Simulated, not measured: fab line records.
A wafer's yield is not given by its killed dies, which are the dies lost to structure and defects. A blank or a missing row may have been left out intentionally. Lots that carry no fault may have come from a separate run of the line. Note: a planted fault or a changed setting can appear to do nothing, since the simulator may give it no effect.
fab line records + flow nand-harc
record
- lots=14
- wafers=42
- last-day=33
route steps=1302 shown A_M0@1168 A_M1@1169
lots untouched by any fault: they come from a run of this same line in which no faults occurred
start-h: hours from the record's first day to the start of the lot's first wafer shown + wait-h: hours since the lot's step before + " as in the row above + L1.1+2: several wafers, shown together as one row + - either no value or no given start + * or withheld: withheld + < > ~ a bound
route shown NAME@n: NAME is a module with steps in the file, n the number in the route of the first one + usual: mean and standard deviation over wafers with no fault + same: alike in all rows + chamber/n: place in a boat + sites: the reading at each site + _std_site: standard deviation of those values + _edge_site: inner sites' mean taken away from outer sites' mean + radius-mm: how far each site lies from the wafer's centre + mask NAME#n: copy n + behind: the last tool/chamber to shape the wafer + hold: why the lot was held/for how many hours/how that ended + device: names the non-switching transistor (n, p or np) + end of line: at the end of the route, the tests of the same wafers + a step without rows: its recipe alone + killed: dies that structure and defects cost at the first sort, which is not the same as the wafer's yield + map: a wafer's dies, x killed, . not, _ none there
set.NAME: the run value of the setting; set.NAME@STEP: its run value at that earlier step + model.NAME: the simulator's own value behind a step, which no gauge read
a sample of lots followed through the steps of the route, with each step as a table and each wafer as a row
services: when a tool's chamber went out of use (start-h, in hours from the record's first day, below 0 if earlier), for how many hours, and the reason
## steps
# step NHARC_A_M0_DEP_32
# recipe
- target-thk-a=300
- temp-c=370
- target-thk-nm=30
- pressure-torr=3
- flow-sccm=200
- rf-w=450
- material=SiCN
# usual
- chamber-pressure-Torr=3.000/0.0068
- heater-power-outer-w=336/75
- heater-power-w=586/94
| lot.wafer | tool     | chamber | start-h | wait-h | chamber-pressure-Torr | heater-power-outer-w | heater-power-w |
|-----------|----------|---------|---------|--------|-----------------------|----------------------|----------------|
| L837.2    | pecvd-02 | 1       | 505.25  | 0.1    | 3.004                 | 257                  | 517            |
| L837.1    | "        | 2       | "       | "      | 2.988                 | 462                  | 719            |
| L837.3    | "        | 0       | "       | "      | 2.989                 | 435                  | 722            |
| L836.3    | pecvd-02 | 1       | 519.09  | 0.1    | 2.993                 | 276                  | 561            |
| L836.5    | "        | 2       | "       | "      | 2.989                 | 440                  | 712            |
| L836.4    | "        | 0       | "       | "      | 3.002                 | 414                  | 678            |
| L840.2    | pecvd-02 | 1       | 548.69  | 0.1    | 3.009                 | 304                  | 595            |
| L840.1    | "        | 2       | "       | "      | 3.005                 | 473                  | 719            |
| L840.5    | "        | 1       | "       | "      | 3.010                 | 307                  | 586            |
| L844.3    | pecvd-02 | 1       | 584.66  | 0.1    | 3.017                 | 269                  | 538            |
| L844.2    | "        | 0       | "       | "      | 2.994                 | 448                  | 744            |
| L844.4    | "        | 1       | "       | "      | 3.003                 | 274                  | 544            |
| L845.1    | pecvd-03 | 1       | 600.33  | 0.1    | 3.005                 | 307                  | 497            |
| L845.2    | "        | 2       | "       | "      | 3.002                 | 184                  | 423            |
| L845.6    | "        | 1       | "       | "      | 3.004                 | 322                  | 489            |
| L846.1    | pecvd-03 | 2       | 601.46  | 0.1    | 2.994                 | 252                  | 490            |
| L846.2    | "        | 0       | "       | "      | 3.009                 | 309                  | 569            |
| L846.4    | "        | 0       | "       | "      | 3.011                 | 315                  | 565            |
| L852.2    | pecvd-03 | 0       | 654.93  | 0.1    | 3.005                 | 310                  | 570            |
| L852.1    | "        | 1       | "       | "      | 3.005                 | 323                  | 539            |
| L852.5    | "        | 1       | "       | "      | 3.003                 | 325                  | 522            |
| L853.1    | pecvd-02 | 1       | 658.50  | 0.1    | 3.002                 | 295                  | 577            |
| L853.5    | "        | 1       | "       | "      | 2.997                 | 301                  | 597            |
| L853.6    | "        | 0       | "       | "      | 3.010                 | 421                  | 702            |
| L855.2    | pecvd-03 | 1       | 673.78  | 0.1    | 3.001                 | 274                  | 455            |
| L855.6    | "        | 1       | "       | "      | 3.007                 | 284                  | 453            |
| L855.5    | "        | 0       | "       | "      | 3.003                 | 325                  | 570            |
| L854.1    | pecvd-01 | 1       | 674.66  | 0.1    | 2.993                 | 376                  | 670            |
| L854.2    | "        | 2       | "       | "      | 2.992                 | 301                  | 521            |
| L854.5    | "        | 0       | "       | "      | 2.989                 | 317                  | 552            |
| L857.2    | pecvd-02 | 0       | 703.59  | 0.1    | 2.994                 | 379                  | 658            |
| L857.3    | "        | 1       | "       | "      | 2.995                 | 309                  | 605            |
| L857.6    | "        | 0       | "       | "      | 2.998                 | 388                  | 669            |
| L856.1    | pecvd-02 | 1       | 704.86  | 0.1    | 3.004                 | 330                  | 634            |
| L856.2    | "        | 2       | "       | "      | 2.990                 | 506                  | 764            |
| L856.6    | "        | 1       | "       | "      | 3.001                 | 337                  | 607            |
| L859.1    | pecvd-03 | 0       | 729.79  | 0.1    | 2.989                 | 291                  | 517            |
| L859.3    | "        | 2       | "       | "      | 2.997                 | 221                  | 451            |
| L859.6    | "        | 2       | "       | "      | 3.004                 | 226                  | 452            |
| L858.3    | pecvd-03 | 2       | 734.51  | 0.1    | 2.996                 | 215                  | 445            |
| L858.1    | "        | 1       | "       | "      | 2.992                 | 318                  | 480            |
| L858.4    | "        | 1       | "       | "      | 2.999                 | 315                  | 486            |
# step NHARC_A_M1_DEP_00
# recipe
- target-thk-a=1825
- target-thk-nm=182.5
- temp-c=withheld
- pressure-torr=5
- flow-sccm=200
- rf-w=600
- material=SiOC
# usual
- chamber-pressure-Torr=5.000/0.013
- rf-fwd-power-W=598.6/1.9
| lot.wafer | tool     | chamber | start-h | wait-h | chamber-pressure-Torr | rf-fwd-power-W |
|-----------|----------|---------|---------|--------|-----------------------|----------------|
| L837.1    | pecvd-03 | 0       | 505.67  | -      | 5.008                 | 600.4          |
| L837.2    | "        | 1       | "       | "      | 5.012                 | 599.5          |
| L837.3    | "        | 2       | "       | "      | 5.019                 | 596.6          |
| L836.3    | pecvd-03 | 2       | 519.51  | -      | 5.021                 | 599.4          |
| L836.5    | "        | 0       | "       | "      | 5.014                 | 594.4          |
| L836.4    | "        | 1       | "       | "      | 5.010                 | 599.1          |
| L840.1    | pecvd-03 | 1       | 549.07  | -      | 4.995                 | 600.1          |
| L840.2    | "        | 0       | "       | "      | 5.002                 | 597.7          |
| L840.5    | "        | 1       | "       | "      | 4.988                 | 600.0          |
| L844.3    | pecvd-01 | 0       | 585.12  | -      | 4.993                 | 596.9          |
| L844.2    | "        | 1       | "       | "      | 5.002                 | 600.9          |
| L844.4    | "        | 2       | "       | "      | 4.997                 | 598.9          |
| L845.2    | pecvd-02 | 2       | 600.70  | -      | -                     | -              |
| L845.1    | "        | 0       | "       | "      | -                     | -              |
| L845.6    | "        | 1       | "       | "      | -                     | -              |
| L846.2    | pecvd-03 | 2       | 601.89  | -      | -                     | -              |
| L846.1    | "        | 0       | "       | "      | -                     | -              |
| L846.4    | "        | 2       | "       | "      | -                     | -              |
| L852.1    | pecvd-03 | 2       | 655.37  | -      | 5.003                 | 599.5          |
| L852.2    | "        | 0       | "       | "      | 5.004                 | 599.9          |
| L852.5    | "        | 0       | "       | "      | 4.998                 | 598.7          |
| L853.1    | pecvd-03 | 0       | 659.32  | 0.8    | 4.982                 | 599.2          |
| L853.6    | "        | 2       | "       | "      | 5.023                 | 598.5          |
| L853.5    | "        | 0       | "       | "      | 4.988                 | 599.2          |
| L855.2    | pecvd-02 | 2       | 674.29  | -      | 4.996                 | 601.2          |
| L855.6    | "        | 0       | "       | "      | 5.017                 | 597.9          |
| L855.5    | "        | 2       | "       | "      | 4.992                 | 599.6          |
| L854.2    | pecvd-03 | 2       | 675.07  | -      | 5.014                 | 600.4          |
| L854.1    | "        | 0       | "       | "      | 5.003                 | 597.6          |
| L854.5    | "        | 1       | "       | "      | 4.982                 | 597.4          |
| L857.2    | pecvd-03 | 2       | 704.02  | -      | 5.010                 | 599.3          |
| L857.3    | "        | 2       | "       | "      | 5.007                 | 597.1          |
| L857.6    | "        | 2       | "       | "      | 4.992                 | 600.8          |
| L856.1    | pecvd-01 | 1       | 705.26  | -      | 4.996                 | 600.5          |
| L856.2    | "        | 0       | "       | "      | 5.006                 | 598.5          |
| L856.6    | "        | 1       | "       | "      | 4.995                 | 597.8          |
| L859.1    | pecvd-03 | 2       | 730.22  | -      | 4.991                 | 599.2          |
| L859.3    | "        | 0       | "       | "      | 4.995                 | 596.8          |
| L859.6    | "        | 0       | "       | "      | 4.994                 | 600.2          |
| L858.1    | pecvd-01 | 0       | 734.92  | -      | 4.984                 | 596.4          |
| L858.3    | "        | 2       | "       | "      | 4.993                 | 597.1          |
| L858.4    | "        | 1       | "       | "      | 5.001                 | 601.9          |
# step NHARC_A_M1_OVL_MEAS_10
# recipe
- pitch-nm=240
# usual
- overlay-x-nm=-0.2/0.92
- overlay-y-nm=0.1/0.93
| lot.wafer | tool       | chamber | start-h | wait-h | overlay-x-nm | overlay-y-nm |
|-----------|------------|---------|---------|--------|--------------|--------------|
| L837.1    | overlay-01 | -       | 506.59  | -      | -0.1         | -0.1         |
| L837.2    | "          | -       | "       | "      | 0.5          | -0.6         |
| L837.3    | "          | -       | "       | "      | 0.5          | -0.2         |
| L836.3    | overlay-01 | -       | 520.21  | -      | 0.2          | -0.7         |
| L836.4    | "          | -       | "       | "      | 0.0          | -0.5         |
| L836.5    | "          | -       | "       | "      | 0.3          | -0.6         |
| L840.1    | overlay-01 | -       | 549.86  | -      | 0.0          | 0.0          |
| L840.2    | "          | -       | "       | "      | -0.8         | -0.1         |
| L840.5    | "          | -       | "       | "      | -0.3         | -0.6         |
| L844.2    | overlay-02 | -       | 585.99  | -      | 0.4          | -0.2         |
| L844.3    | "          | -       | "       | "      | -0.7         | -0.2         |
| L844.4    | "          | -       | "       | "      | -0.2         | 0.2          |
| L845.1    | overlay-01 | -       | 601.50  | -      | 1.5          | 1.2          |
| L845.2    | "          | -       | "       | "      | 2.1          | 1.4          |
| L845.6    | "          | -       | "       | "      | 2.8          | 1.3          |
| L846.1    | overlay-02 | -       | 602.76  | -      | -2.6         | -0.6         |
| L846.2    | "          | -       | "       | "      | -2.1         | -0.6         |
| L846.4    | "          | -       | "       | "      | -0.9         | -1.1         |
| L852.1    | overlay-02 | -       | 656.25  | -      | 0.0          | 0.8          |
| L852.2    | "          | -       | "       | "      | 0.0          | 1.0          |
| L852.5    | "          | -       | "       | "      | -0.4         | 0.8          |
| L853.1    | overlay-02 | -       | 660.20  | -      | -0.7         | 1.3          |
| L853.5    | "          | -       | "       | "      | -0.7         | 1.4          |
| L853.6    | "          | -       | "       | "      | -0.4         | 2.0          |
| L855.2    | overlay-02 | -       | 675.12  | -      | 1.2          | -1.4         |
| L855.5    | "          | -       | "       | "      | 1.8          | -1.3         |
| L855.6    | "          | -       | "       | "      | 1.1          | -1.5         |
| L854.1    | overlay-01 | -       | 675.95  | -      | -0.3         | 0.4          |
| L854.2    | "          | -       | "       | "      | -0.4         | -0.1         |
| L854.5    | "          | -       | "       | "      | -0.6         | 0.1          |
| L857.2    | overlay-02 | -       | 705.01  | -      | -0.8         | 1.1          |
| L857.3    | "          | -       | "       | "      | -0.4         | 0.9          |
| L857.6    | "          | -       | "       | "      | -0.3         | 0.9          |
| L856.1    | overlay-02 | -       | 706.07  | -      | -0.3         | 1.3          |
| L856.2    | "          | -       | "       | "      | -0.9         | 1.0          |
| L856.6    | "          | -       | "       | "      | -0.6         | 0.9          |
| L859.1    | overlay-02 | -       | 731.10  | -      | -0.1         | 2.0          |
| L859.3    | "          | -       | "       | "      | 0.0          | 1.5          |
| L859.6    | "          | -       | "       | "      | -0.4         | 1.7          |
| L858.1    | overlay-02 | -       | 735.84  | -      | 0.6          | -0.2         |
| L858.3    | "          | -       | "       | "      | 0.2          | -0.4         |
| L858.4    | "          | -       | "       | "      | 0.9          | -0.9         |
# step NHARC_A_M1_CD_MEAS_16
# usual
- cd-nm=120.1/0.59
| lot.wafer | tool      | chamber | start-h | wait-h | cd-nm |
|-----------|-----------|---------|---------|--------|-------|
| L837.1    | cd-sem-02 | -       | 507.01  | -      | 120.3 |
| L837.2    | "         | -       | "       | "      | 119.3 |
| L837.3    | "         | -       | "       | "      | 120.5 |
| L836.3    | cd-sem-03 | -       | 520.62  | -      | 120.0 |
| L836.4    | "         | -       | "       | "      | 120.0 |
| L836.5    | "         | -       | "       | "      | 120.3 |
| L840.1    | cd-sem-02 | -       | 550.31  | -      | 120.5 |
| L840.2    | "         | -       | "       | "      | 119.4 |
| L840.5    | "         | -       | "       | "      | 119.7 |
| L844.2    | cd-sem-02 | -       | 586.58  | -      | 120.3 |
| L844.3    | "         | -       | "       | "      | 121.1 |
| L844.4    | "         | -       | "       | "      | 120.3 |
| L845.1    | cd-sem-02 | -       | 601.95  | -      | 119.5 |
| L845.2    | "         | -       | "       | "      | 119.6 |
| L845.6    | "         | -       | "       | "      | 120.6 |
| L846.1    | cd-sem-01 | -       | 603.22  | -      | 120.2 |
| L846.2    | "         | -       | "       | "      | 119.4 |
| L846.4    | "         | -       | "       | "      | 120.3 |
| L852.1    | cd-sem-02 | -       | 656.65  | -      | 119.5 |
| L852.2    | "         | -       | "       | "      | 119.3 |
| L852.5    | "         | -       | "       | "      | 119.8 |
| L853.1    | cd-sem-01 | -       | 660.63  | -      | 120.2 |
| L853.5    | "         | -       | "       | "      | 119.4 |
| L853.6    | "         | -       | "       | "      | 120.3 |
| L855.2    | cd-sem-03 | -       | 675.52  | -      | 120.1 |
| L855.5    | "         | -       | "       | "      | 120.2 |
| L855.6    | "         | -       | "       | "      | 120.0 |
| L854.1    | cd-sem-03 | -       | 676.35  | -      | 120.3 |
| L854.2    | "         | -       | "       | "      | 119.8 |
| L854.5    | "         | -       | "       | "      | 120.0 |
| L857.2    | cd-sem-03 | -       | 705.42  | -      | 120.0 |
| L857.3    | "         | -       | "       | "      | 120.5 |
| L857.6    | "         | -       | "       | "      | 119.1 |
| L856.1    | cd-sem-01 | -       | 706.47  | -      | 119.5 |
| L856.2    | "         | -       | "       | "      | 119.9 |
| L856.6    | "         | -       | "       | "      | 119.0 |
| L859.1    | cd-sem-02 | -       | 731.50  | -      | 120.4 |
| L859.3    | "         | -       | "       | "      | 120.7 |
| L859.6    | "         | -       | "       | "      | 120.3 |
| L858.1    | cd-sem-02 | -       | 736.25  | -      | 119.8 |
| L858.3    | "         | -       | "       | "      | 120.0 |
| L858.4    | "         | -       | "       | "      | 119.9 |
## services
| tool     | chamber | start-h | hours | kind        |
|----------|---------|---------|-------|-------------|
| pecvd-01 | -       | 489.16  | 3.3   | repair      |
| pecvd-01 | 2       | 503.25  | 7.6   | repair      |
| pecvd-03 | -       | 523.28  | 13.0  | pm          |
| pecvd-03 | 0       | 523.28  | 13.0  | vent-cycle  |
| pecvd-03 | 1       | 523.28  | 13.0  | vent-cycle  |
| pecvd-03 | 2       | 523.28  | 13.0  | vent-cycle  |
| pecvd-03 | 0       | 536.28  | -     | clean       |
| pecvd-03 | 1       | 536.28  | -     | clean       |
| pecvd-03 | 2       | 536.28  | -     | clean       |
| pecvd-01 | -       | 562.04  | 0.7   | repair      |
| pecvd-02 | -       | 565.00  | 13.0  | pm          |
| pecvd-02 | 0       | 565.00  | 13.0  | vent-cycle  |
| pecvd-01 | -       | 574.93  | 0.9   | repair      |
| pecvd-01 | -       | 585.66  | 0.3   | repair      |
| pecvd-02 | 2       | 642.06  | 18.4  | repair      |
| pecvd-01 | -       | 649.00  | 13.0  | pm          |
| pecvd-03 | 0       | 692.93  | -     | calibration |
| pecvd-03 | 1       | 701.29  | 9.5   | repair      |
| pecvd-03 | -       | 704.36  | 13.0  | pm          |
| pecvd-03 | 0       | 704.36  | 13.0  | vent-cycle  |
| pecvd-03 | 2       | 704.36  | 13.0  | vent-cycle  |
| pecvd-03 | 0       | 717.36  | -     | clean       |
| pecvd-03 | 1       | 717.36  | -     | clean       |
| pecvd-03 | 2       | 717.36  | -     | clean       |
## key
first-sign
- step=NHARC_A_M1_DEP_00
- reading=tool-record
- direction=missing
effect none on later readings
met-at NHARC_A_M1_DEP_00
struck-lots L845,L846
later-rows-left-out L845.1,L845.2,L845.6,L846.1,L846.2,L846.4
sort-left-out L845.1,L845.2,L845.6,L846.1,L846.2,L846.4
not-acting-at NHARC_A_M0_DEP_32,NHARC_A_M1_OVL_MEAS_10,NHARC_A_M1_CD_MEAS_16
onset-between 549.07 600.70
fault
- kind=skipped-step-whole
- tool=pecvd-02,pecvd-03
- chamber=-
- onset-h=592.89
- steps=NHARC_A_M1_DEP_00
- scope=struck-lots-only
# sort-left-out: the simulated sort isn't trusted on such a fault, so these wafers' sort isn't shown, and their yield isn't known
# later-rows-left-out: the simulator's readings of these wafers behind a module that went badly wrong aren't trusted and aren't shown, but for the sort
